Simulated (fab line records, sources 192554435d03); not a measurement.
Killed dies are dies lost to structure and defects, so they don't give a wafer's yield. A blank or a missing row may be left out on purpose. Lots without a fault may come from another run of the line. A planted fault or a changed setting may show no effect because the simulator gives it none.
Which tool did it? | flow n5_finfet | 9 lots, 24 wafers sampled, at 7 steps of a route of 1938

WHAT THE GAUGES READ, wafer by wafer
N5_FIN_SAQP_INSPECT_40: inspects for defects (brightfield). Usual: raw_defect_count 217, standard deviation 68.
lot  | measured    | on                | raw_defect_count | flag
L508 | day 2 02:29 | defect_inspect-01 | 122 105 183      |
L510 | day 2 14:35 | defect_inspect-02 | 229 321          |
L512 | day 3 01:53 | defect_inspect-01 | 193 161          |
L513 | day 3 10:05 | defect_inspect-01 | 166 216 156      |
L515 | day 3 20:40 | defect_inspect-01 | 224 175 186      |
L516 | day 4 02:59 | defect_inspect-02 | 315 354 261      |
L528 | day 7 03:12 | defect_inspect-01 | 567 271 286      |
L529 | day 7 09:52 | defect_inspect-02 | 438 276 409      |
L531 | day 7 21:51 | defect_inspect-02 | 177 201          |

N5_FIN_CUT_INSPECT_10: inspects for defects (brightfield). Usual: raw_defect_count 38, standard deviation 12.
lot  | measured    | on                | raw_defect_count | flag
L508 | day 2 02:53 | defect_inspect-02 | 28 30 45         |
L510 | day 2 14:58 | defect_inspect-01 | 29 44            |
L512 | day 3 02:19 | defect_inspect-02 | 30 30            |
L513 | day 3 10:37 | defect_inspect-01 | 36 33 32         |
L515 | day 3 21:03 | defect_inspect-02 | 41 41 50         |
L516 | day 4 03:30 | defect_inspect-02 | 59 46 46         |
L528 | day 7 03:43 | defect_inspect-01 | 327 53 54        | OFF
L529 | day 7 10:25 | defect_inspect-01 | 281 41 307       | OFF
L531 | day 7 22:22 | defect_inspect-02 | 36 43            |

N5_BEOL_M4_RC_MEAS_101. Usual: DIBL_N 36.3 mV/V, standard deviation 1.7; DIBL_P 36.0 mV/V, standard deviation 1.9; IOFF_N 0.156 nA/um, standard deviation 0.028; IOFF_P 0.21 nA/um, standard deviation 0.036; ION_N 675 uA/um, standard deviation 11; ION_P 463 uA/um, standard deviation 7.8; SS_N 71.6 mV/dec, standard deviation 0.59; SS_P 73.2 mV/dec, standard deviation 0.63; VT_N 250 mV, standard deviation 3.1; VT_P -251 mV, standard deviation 3.4.
lot  | measured     | on        | DIBL_N (mV/V)  | DIBL_P (mV/V)  | IOFF_N (nA/um)    | IOFF_P (nA/um) | ION_N (uA/um) | ION_P (uA/um) | SS_N (mV/dec)  | SS_P (mV/dec)  | VT_N (mV)   | VT_P (mV)      | flag
L508 | day 7 17:58  | prober-02 | 32.5 34.3 35.5 | 34.3 35.3 36.1 | 0.114 0.124 0.148 | 0.16 0.17 0.19 | 661 671 671   | 455 459 457   | 71.2 71.5 72.2 | 72.2 72.8 73.0 | 252 251 248 | -255 -252 -252 |
L510 | day 8 07:28  | prober-01 | 36.3 35.4      | 36.5 36.5      | 0.166 0.161       | 0.22 0.21      | 681 682       | 471 468       | 72.3 72.3      | 73.6 72.4      | 250 246     | -249 -252      |
L512 | day 9 01:26  | prober-01 | 38.3 36.6      | 36.7 35.7      | 0.177 0.146       | 0.25 0.21      | 682 673       | 462 465       | 72.0 71.5      | 73.4 73.1      | 245 249     | -245 -248      |
L513 | day 9 01:55  | prober-02 | 34.2 35.6 36.1 | 33.5 35.0 34.7 | 0.128 0.146 0.155 | 0.19 0.22 0.21 | 673 661 667   | 464 457 461   | 71.0 71.8 71.4 | 72.3 72.8 72.6 | 250 252 251 | -252 -249 -248 |
L515 | day 9 18:32  | prober-01 | 37.0 37.8 36.4 | 37.0 38.1 35.9 | 0.159 0.195 0.144 | 0.22 0.26 0.20 | 675 691 662   | 461 475 458   | 71.3 71.4 72.1 | 73.8 73.9 73.5 | 248 245 250 | -247 -244 -249 |
L516 | day 9 12:40  | prober-02 | 34.3 34.4 38.4 | 33.6 34.0 38.9 | 0.128 0.122 0.192 | 0.17 0.17 0.25 | 674 663 678   | 460 451 458   | 70.8 71.3 72.2 | 72.6 73.4 74.0 | 253 252 247 | -251 -254 -249 |
L528 | day 13 11:00 | prober-02 | 37.6 36.6 37.2 | 37.5 35.7 36.1 | 0.179 0.157 0.168 | 0.24 0.22 0.23 | 679 679 686   | 465 470 477   | 71.9 71.0 72.1 | 73.8 72.6 72.5 | 246 248 246 | -247 -249 -248 |
L529 | day 13 10:44 | prober-01 | 36.7 34.6 36.0 | 35.2 33.2 34.7 | 0.144 0.118 0.136 | 0.20 0.18 0.20 | 683 669 680   | 471 463 471   | 71.3 70.9 71.5 | 73.2 72.8 72.8 | 250 254 252 | -248 -251 -249 |
L531 | day 14 08:32 | prober-01 | 36.5 41.0      | 35.5 40.2      | 0.142 0.249       | 0.22 0.32      | 667 689       | 466 478       | 71.1 72.7      | 72.7 74.6      | 250 242     | -247 -245      |

WHICH TOOL RAN EACH LOT (tool, then ch and the chambers of the sampled wafers, then the start)
lot  | N5_FIN_SAQP_RECESS_63             | N5_FIN_SAQP_ETCH_34               | N5_FIN_SAQP_HM_CD_35   | N5_FIN_SAQP_FIN_ETCH_36
L508 | vapor_etch-01 ch 0, day 2 00:34   | rie_diel-02 ch 0,2, day 2 02:02   | cd_sem-01, day 2 02:11 | rie_si-05 ch 1,3, day 2 02:14
L510 | vapor_etch-01 ch 0,1, day 2 12:26 | rie_diel-02 ch 0,2, day 2 14:07   | cd_sem-03, day 2 14:16 | rie_si-05 ch 0,1, day 2 14:20
L512 | vapor_etch-02 ch 1, day 3 00:01   | rie_diel-01 ch 2,3, day 3 01:25   | cd_sem-03, day 3 01:34 | rie_si-05 ch 2, day 3 01:38
L513 | vapor_etch-01 ch 0,1, day 3 06:56 | rie_diel-05 ch 0,1,3, day 3 09:37 | cd_sem-03, day 3 09:46 | rie_si-05 ch 1,2,3, day 3 09:50
L515 | vapor_etch-02 ch 0,1, day 3 18:35 | rie_diel-05 ch 0,2,3, day 3 20:12 | cd_sem-03, day 3 20:21 | rie_si-01 ch 0,1,2, day 3 20:25
L516 | vapor_etch-02 ch 0,1, day 4 00:13 | rie_diel-01 ch 0,2,3, day 4 02:31 | cd_sem-01, day 4 02:40 | rie_si-05 ch 0,1,2, day 4 02:44
L528 | vapor_etch-01 ch 0,1, day 7 01:15 | rie_diel-01 ch 0,1,2, day 7 02:44 | cd_sem-03, day 7 02:53 | rie_si-06 ch 2,3, day 7 02:57
L529 | vapor_etch-01 ch 0,1, day 7 07:49 | rie_diel-02 ch 2,3, day 7 09:24   | cd_sem-02, day 7 09:33 | rie_si-05 ch 0,2,3, day 7 09:37
L531 | vapor_etch-02 ch 0, day 7 20:03   | rie_diel-01 ch 2, day 7 21:23     | cd_sem-01, day 7 21:32 | rie_si-05 ch 0,1, day 7 21:36
- N5_FIN_SAQP_RECESS_63: chemistry HF/NH3, target SiO2, target depth 18 nm, afs cycles 3, sublimation time 60 s.
- N5_FIN_SAQP_ETCH_34: etches SiO2 in C4F6/O2, target depth 45 nm, time 15 s.
- N5_FIN_SAQP_HM_CD_35: target cd 8 nm.
- N5_FIN_SAQP_FIN_ETCH_36: etches the open film in HBr/Cl2/O2, target depth 120 nm, time 50.4 s.

WHAT THE TOOLS THEMSELVES READ (means of the sampled wafers that have a number; where no wafer has one, the mark that the record gives instead)
N5_FIN_SAQP_RECESS_63. Usual: drypump_motor_current_A 6.13 A, standard deviation 0.19.
lot  | tool          | drypump_motor_current_A (A) | flag
L508 | vapor_etch-01 | 6.10                        |
L510 | vapor_etch-01 | 5.97                        |
L512 | vapor_etch-02 | 6.25                        |
L513 | vapor_etch-01 | 6.01                        |
L515 | vapor_etch-02 | 6.28                        |
L516 | vapor_etch-02 | 6.28                        |
L528 | vapor_etch-01 | 6.00                        |
L529 | vapor_etch-01 | 5.90                        |
L531 | vapor_etch-02 | 6.29                        |

N5_FIN_SAQP_ETCH_34. Usual: C4F6_flow_sccm 10.00 sccm, standard deviation 0.031; drypump_motor_current_A 5.7 A, standard deviation 0.44; etch_rf_on_time_s 14.90 s, standard deviation 0.18; mfc_ar_sccm 300.0 sccm, standard deviation 0.96; oes_product_au 0.69 a.u., standard deviation 0.068; rf_vpp_V 667 V, standard deviation 11; showerhead_plenum_p_Torr 2.87 Torr, standard deviation 0.072; throttle_valve_pct 21.19 %, standard deviation 0.17.
lot  | tool        | C4F6_flow_sccm (sccm) | drypump_motor_current_A (A) | etch_rf_on_time_s (s) | mfc_ar_sccm (sccm) | oes_product_au (a.u.) | rf_vpp_V (V) | showerhead_plenum_p_Torr (Torr) | throttle_valve_pct (%) | flag
L508 | rie_diel-02 | 9.98                  | 6.2                         | 15.24                 | 298.9              | 0.66                  | 661          | 2.79                            | 21.21                  |
L510 | rie_diel-02 | 10.02                 | 6.1                         | 15.05                 | 299.6              | 0.70                  | 664          | 2.83                            | 21.20                  |
L512 | rie_diel-01 | 10.00                 | 5.7                         | 14.71                 | 298.4              | 0.76                  | 670          | 2.85                            | 21.16                  |
L513 | rie_diel-05 | 9.99                  | 6.0                         | 14.87                 | 299.4              | 0.70                  | 676          | 2.88                            | 21.12                  |
L515 | rie_diel-05 | 9.97                  | 5.8                         | 15.14                 | 301.8              | 0.73                  | 674          | 2.89                            | 21.05                  |
L516 | rie_diel-01 | 9.98                  | 5.5                         | 14.73                 | 300.0              | 0.73                  | 675          | 2.86                            | 21.12                  |
L528 | rie_diel-01 | 9.98                  | 5.2                         | 14.91                 | 300.3              | 0.65                  | 669          | 2.85                            | 21.33                  |
L529 | rie_diel-02 | 9.98                  | 5.7                         | 14.72                 | 299.8              | 0.68                  | 655          | 2.90                            | 21.15                  |
L531 | rie_diel-01 | 10.04                 | 5.2                         | 15.16                 | 300.0              | 0.65                  | 667          | 2.75                            | 21.46                  |

N5_FIN_SAQP_HM_CD_35. Usual: cd_nm 8.05 nm, standard deviation 0.24.
lot  | tool      | cd_nm (nm) | flag
L508 | cd_sem-01 | 7.99       |
L510 | cd_sem-03 | 8.18       |
L512 | cd_sem-03 | 8.08       |
L513 | cd_sem-03 | 8.02       |
L515 | cd_sem-03 | 8.12       |
L516 | cd_sem-01 | 8.04       |
L528 | cd_sem-03 | 8.27       |
L529 | cd_sem-02 | 7.97       |
L531 | cd_sem-01 | 8.08       |

N5_FIN_SAQP_FIN_ETCH_36. Usual: drypump_motor_current_A 5.7 A, standard deviation 0.33; oes_product_au 0.995 a.u., standard deviation 0.019; throttle_valve_pct 35.96 %, standard deviation 0.28.
lot  | tool      | drypump_motor_current_A (A) | oes_product_au (a.u.) | throttle_valve_pct (%) | flag
L508 | rie_si-05 | 5.9                         | 0.974                 | 36.05                  |
L510 | rie_si-05 | 5.9                         | 0.988                 | 35.93                  |
L512 | rie_si-05 | 5.9                         | 1.006                 | 35.82                  |
L513 | rie_si-05 | 5.8                         | 0.987                 | 36.02                  |
L515 | rie_si-01 | 5.9                         | 0.993                 | 35.72                  |
L516 | rie_si-05 | 5.9                         | 1.001                 | 35.87                  |
L528 | rie_si-06 | 5.6                         | 1.007                 | 36.08                  |
L529 | rie_si-05 | 5.8                         | 1.011                 | 36.03                  |
L531 | rie_si-05 | 5.9                         | 0.986                 | 35.93                  |

THE ANSWER, worked out from the rows above alone
Rule: a lot is off if the mean of its wafers that have a number lies more than 3 standard deviations from the usual mean. A lot without any number at a reading at which 4 lots or more have one is off too. The other lots that the step has rows for count as sound. The gauges are gone through in route order, then the tools' own readings, and for those a lot's mean is taken as printed above. The first step at which some lot is off is used, and at that step the reading that is off furthest; a lot without a number counts as furthest.
Off: L528, L529, at N5_FIN_CUT_INSPECT_10 (raw_defect_count).
A tool fits if, at a process step before that reading, it ran every lot that is off, and no sound lot after the first of them. The gauges at N5_FIN_CUT_INSPECT_10 are tried like those tools. Can't be told from this: 2 tools fit, vapor_etch-01 at N5_FIN_SAQP_RECESS_63, defect_inspect-01 at N5_FIN_CUT_INSPECT_10.

WHAT THE SIMULATOR HAD PUT IN
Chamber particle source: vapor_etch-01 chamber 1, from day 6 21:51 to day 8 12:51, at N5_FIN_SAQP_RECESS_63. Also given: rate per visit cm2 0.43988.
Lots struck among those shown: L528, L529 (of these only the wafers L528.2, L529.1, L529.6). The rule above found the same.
